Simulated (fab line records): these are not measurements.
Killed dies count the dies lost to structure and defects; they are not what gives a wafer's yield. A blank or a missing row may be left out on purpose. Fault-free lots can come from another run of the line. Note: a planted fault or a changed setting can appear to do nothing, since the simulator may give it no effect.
Split-lot study    flow n5-finfet    on a route of 1938 steps: 7 lots, 21 wafers read

## THE SPLIT
At N5_BEOL_M10_TRENCH_ETCH_37 (etches SiCOH lowk in C4F6/O2, target depth 148.83 nm, time 48 s), the setting time-s was moved away from the recipe's 48 s on 9 of the 21 wafers read, by +5.8% to +18.7%. All remaining wafers had this setting at the recipe value.

## FROM THE SPLIT TO THE READING: what the file shows between them, 11 steps
- N5_BEOL_M10_ETCH_41: etches SiCN in CH3F/O2, target depth 42.6 nm, time 86 s
- N5_BEOL_M10_STRIP_77: strips in N2/H2, time 10 s
- N5_BEOL_M10_OCD_MEAS_38
- N5_BEOL_M10_HM_STRIP_39: strips TiN in peroxide tin strip, target depth 25 nm, time 158 s
- N5_BEOL_M10_SRD_40: time 30 s
- N5_BEOL_M10_ECD_50: material Cu, target thk 318 nm
- N5_BEOL_M10_ANNEAL_51: time 90 s
- N5_BEOL_M10_CMP_52: polishes, stops on SiCOH lowk, t overpolish 7 s, target thk 140 nm
- N5_BEOL_M10_THK_MEAS_53: measures by xrf
- N5_BEOL_M10_PRE_CLEAN_55: time 15 s
- N5_BEOL_M10_DEP_56: deposits SiCN from 3MS/NH3, target thk 15 nm, time 26.5 s

## THE READING
Measured at N5_BEOL_M10_RS_MEAS_57 by four-point probe: M10_RS, in ohm/sq. A value of 0.152 ohm/sq with a standard deviation of 0.0041 ohm/sq is what fault-free wafers of this fab line usually give.

wafer   tool, chamber at the split  time-s as run, s  against the recipe  M10_RS, ohm/sq  against lot-mates on the recipe
L077.4  rie-diel-03, 3              50.79             +5.8%               0.143           -0.006
L077.5  rie-diel-03, 1              50.79             +5.8%               0.143           -0.006
L077.6  rie-diel-03, 2              48                recipe              0.149           -
L082.3  rie-diel-05, 0              48                recipe              0.152           -
L082.4  rie-diel-05, 3              51.19             +6.6%               0.141           -0.008
L082.5  rie-diel-05, 2              48                recipe              0.146           -
L084.2  rie-diel-03, 3              56.81             +18.4%              0.125           no lot-mate on the recipe
L084.4  rie-diel-03, 2              56.81             +18.4%              0.122           no lot-mate on the recipe
L084.5  rie-diel-03, 3              56.81             +18.4%              0.123           no lot-mate on the recipe
L089.2  rie-diel-01, 0              48                recipe              0.161           -
L089.4  rie-diel-01, 1              51.89             +8.1%               0.136           -0.021
L089.6  rie-diel-01, 3              48                recipe              0.153           -
L093.1  rie-diel-03, 3              56.96             +18.7%              0.122           -0.030
L093.2  rie-diel-03, 0              48                recipe              0.152           -
L093.4  rie-diel-03, 1              56.96             +18.7%              0.125           -0.027
L096.2  rie-diel-03, 2              48                recipe              0.151           -
L096.5  rie-diel-03, 1              48                recipe              0.153           -
L096.6  rie-diel-03, 2              48                recipe              0.151           -
L097.1  rie-diel-01, 2              48                recipe              0.146           -
L097.2  rie-diel-01, 0              48                recipe              0.162           -
L097.5  rie-diel-01, 3              48                recipe              0.153           -

FIT RESULTS
A straight line over all 21 wafers: M10_RS changes by -0.00158 ohm/sq for each +1% of time-s; r = -0.96; the points scatter about the line by 0.0039 ohm/sq.
The same after taking each lot's own level away (the mean of its wafers on the recipe; 18 wafers): -0.00156 ohm/sq for each +1%; r = -0.92; scatter 0.0042 ohm/sq.
The reading moves by 0.029 ohm/sq for the largest change in time-s, on that fit.
The lots' own levels span 0.1490 to 0.1570 ohm/sq, that is 2.0 times the standard deviation above.
Consequently the slope shifts little with the lot-to-lot level, the two slopes agreeing.
Check: -0.0283 ohm/sq against its lot-mates is what the line predicts for one of the wafers moved furthest among these (+18.7%) when that wafer is left out of the fit. Against them it came out at -0.03 ohm/sq.

## OTHER SPLITS APPLIED TO THESE WAFERS
These wafers also went through other splits before the reading. Each is held against what the fit with the lots' levels taken away leaves over:
other split on the same wafers    wafers away from the commonest value  r with M10_RS (lot level and that fit taken away)
N5_BEOL_M8_COAT_60 spin-rpm       6                                     -0.02
N5_BEOL_M8_CURE_75 time-s         9                                     -0.01
N5_BEOL_M9_CMP_52 down-force-psi  7                                     +0.05

## THE WHOLE CHAIN: every reading that the file lists as answering this split, in the file's order
step                        what it does                                                        reading                                                                        change (the file's fit)               r (the file's)
N5_BEOL_M10_TRENCH_ETCH_37  etches SiCOH lowk in C4F6/O2, target depth 148.83 nm, time 48 s     BEOL_M10.feature-depth-nm (the simulator's own value, which no gauge read)     +1.56 nm for each +1% of the setting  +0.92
N5_BEOL_M10_TRENCH_ETCH_37  etches SiCOH lowk in C4F6/O2, target depth 148.83 nm, time 48 s     etch.depth-nm (the simulator's own value, which no gauge read)                 +1.56 nm for each +1% of the setting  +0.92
N5_BEOL_M10_OCD_MEAS_38                                                                         trench-depth-nm                                                                +1.54 nm for each +1% of the setting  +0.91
N5_BEOL_M10_CMP_52          polishes, stops on SiCOH lowk, t overpolish 7 s, target thk 140 nm  Cu_of_BEOL_M10_ECD_50.thk-nm (the simulator's own value, which no gauge read)  +1.58 nm for each +1% of the setting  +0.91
N5_BEOL_M10_THK_MEAS_53     measures by xrf                                                     M10_THK                                                                        +1.58 for each +1% of the setting     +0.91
N5_BEOL_M10_RS_MEAS_57      measures by four-point-probe                                        M10_RS                                                                         -0.00162 for each +1% of the setting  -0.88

## THE FILE'S OWN FIT
M10_RS changes by -0.00162 ohm/sq for each +1% of time-s, r = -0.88.
